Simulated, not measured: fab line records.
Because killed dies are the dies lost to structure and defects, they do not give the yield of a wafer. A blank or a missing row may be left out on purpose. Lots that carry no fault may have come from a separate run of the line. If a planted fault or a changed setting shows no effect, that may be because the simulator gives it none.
Chamber matching / flow nandHarc / 4 sister chambers for NHARC_A_WL_FILL_ALD_10 on aldHk-03
The step deposits SiO2, target thk 50 nm, pulse time 10 s, ald cycles 500. 4 wafers are shown with their chamber, then 8 later ones without.

WAFERS WITH THEIR CHAMBER
wafer=L087.3; chamber=0; heaterPowerW (W)=458
wafer=L090.5; chamber=1; heaterPowerW (W)=390
wafer=L090.6; chamber=2; heaterPowerW (W)=453
wafer=L092.2; chamber=3; heaterPowerW (W)=562

WAFERS WITH NO CHAMBER GIVEN
wafer=L092.4; heaterPowerW (W)=388
wafer=L092.6; heaterPowerW (W)=548
wafer=L094.2; heaterPowerW (W)=463
wafer=L094.5; heaterPowerW (W)=450
wafer=L094.6; heaterPowerW (W)=544
wafer=L097.1; heaterPowerW (W)=435
wafer=L097.2; heaterPowerW (W)=460
wafer=L097.6; heaterPowerW (W)=553

WHICH CHAMBER EACH WENT THROUGH
wafer=L092.4; from the rows above=1; in truth=1
wafer=L092.6; from the rows above=3; in truth=3
wafer=L094.2; from the rows above=can't be placed: 0 or 2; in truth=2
wafer=L094.5; from the rows above=can't be placed: 2 or 0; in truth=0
wafer=L094.6; from the rows above=3; in truth=3
wafer=L097.1; from the rows above=can't be placed: 2 or 0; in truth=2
wafer=L097.2; from the rows above=can't be placed: 0 or 2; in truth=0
wafer=L097.6; from the rows above=3; in truth=3
Placed correctly: 4 of 8. Cannot be placed on the basis of these rows: 4; the candidates contain the true chamber in 4. Placed wrongly: 0.
How it was worked out, from the rows above alone: a wafer's distance from a chamber is the root of the sum, over the readings, of the square of ((its reading less the chamber's mean) divided by the reading's scatter). The wafer belongs to the nearest chamber; if the next one is less than 2 further off, it can't be placed. A chamber's mean is the mean of its shown wafers. The scatter (one wafer shown for each chamber): square how far every hidden wafer sits from the nearest shown wafer, average those squares and take the square root.
